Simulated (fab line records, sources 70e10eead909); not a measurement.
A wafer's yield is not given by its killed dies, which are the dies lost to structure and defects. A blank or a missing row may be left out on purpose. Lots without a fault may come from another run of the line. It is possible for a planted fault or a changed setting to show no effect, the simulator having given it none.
Problem report, 8D (eight disciplines) form, completed by code -- flow nand-harc -- the parts of the form that need people (team, actions taken, sign-off) are left out

== 1. THE ISSUE ==
At NHARC_A_STAIRCASE_TRIM_224, run-length-s averages 219.4 s over 6 wafers from 2 lots, while fault-free wafers read 232.6 s, standard deviation 0.45. Measured from the usual mean, that is -29 standard deviations.
The step: chemistry O2, time 211.2 s.
Earliest sighting: wafer L305.4 on rie-diel-10 at day 14 09:29. At this step, 33 wafers from 11 lots have a number in the record. Rule for "out", or "out of limits": more than 4 standard deviations from the usual mean. Any other wafer with a number is counted as sound.

== 2. WHAT IT IS, AND WHAT IT ISN'T ==
question,is,is not
which readings at this step,run-length-s,"drypump-motor-current-A, oes-product-au, rf-vpp-V, showerhead-plenum-p-Torr, throttle-valve-pct"
which lots,"L305, L307","L291, L292, L294, L295, L303, L304, L311, L313, L314"
which wafers of those lots,all that have a number,-
read on which tools,rie-diel-10,"rie-diel-11, rie-diel-13"
when,from day 14 09:29,"up to then (12 sound wafers); but 15 sound wafers of L303, L304, L311, L313, L314 came after"

== 3. WHAT RULES OUT EACH SUSPECT ==
Counting: a tool at any process step up to the reading remains a suspect when it ran all the lots that are out and ran no sound lot after the first of those.
- rie-diel-10 at NHARC_A_STAIRCASE_DESCUM_219 (chemistry O2, time 3 s): kept. All lots that are out passed through it, beginning with L305 at day 14 08:47, and no sound lot followed; its final sound lot before that point was L294 at day 11 16:54.
- rie-diel-10 at NHARC_A_STAIRCASE_TRIM_224 (chemistry O2, time 211.2 s): kept. All lots that are out passed through it, beginning with L305 at day 14 09:29, and no sound lot followed; its final sound lot before that point was L294 at day 11 19:28. Out on those wafers are its own readings of run-length-s.
Remaining after the count are rie-diel-10 at NHARC_A_STAIRCASE_DESCUM_219 and rie-diel-10 at NHARC_A_STAIRCASE_TRIM_224.

== 4. THE CAUSE (what the simulator had put in) ==
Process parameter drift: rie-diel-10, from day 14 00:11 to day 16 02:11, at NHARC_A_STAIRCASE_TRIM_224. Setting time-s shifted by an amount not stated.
2 suspects survive the count, and this tool is in that group.

== 5. THE EFFECT CHAIN, in route order ==
One row per reading whose mean, taken over the struck wafers that have a number, lies over 3 standard deviations from the usual. Only readings for which the record gives a usual standard deviation are gone through. hours: the time from each lot's start at the first step in this table that gives one to its start at this step, as a median over the lots. sigmas: the change in usual standard deviations.
hours,step,reading,usual,on struck wafers,change,sigmas
0,NHARC_A_STAIRCASE_TRIM_224,run-length-s,232.6 s,219.4,-13.2,-29
The process steps in it:
- NHARC_A_STAIRCASE_TRIM_224: chemistry O2, time 211.2 s.

== 6. HOW IT WOULD HAVE BEEN CAUGHT EARLIER ==
The fault began at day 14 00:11; the first out-of-limits reading in this record came at day 14 09:29, 9 hours later.
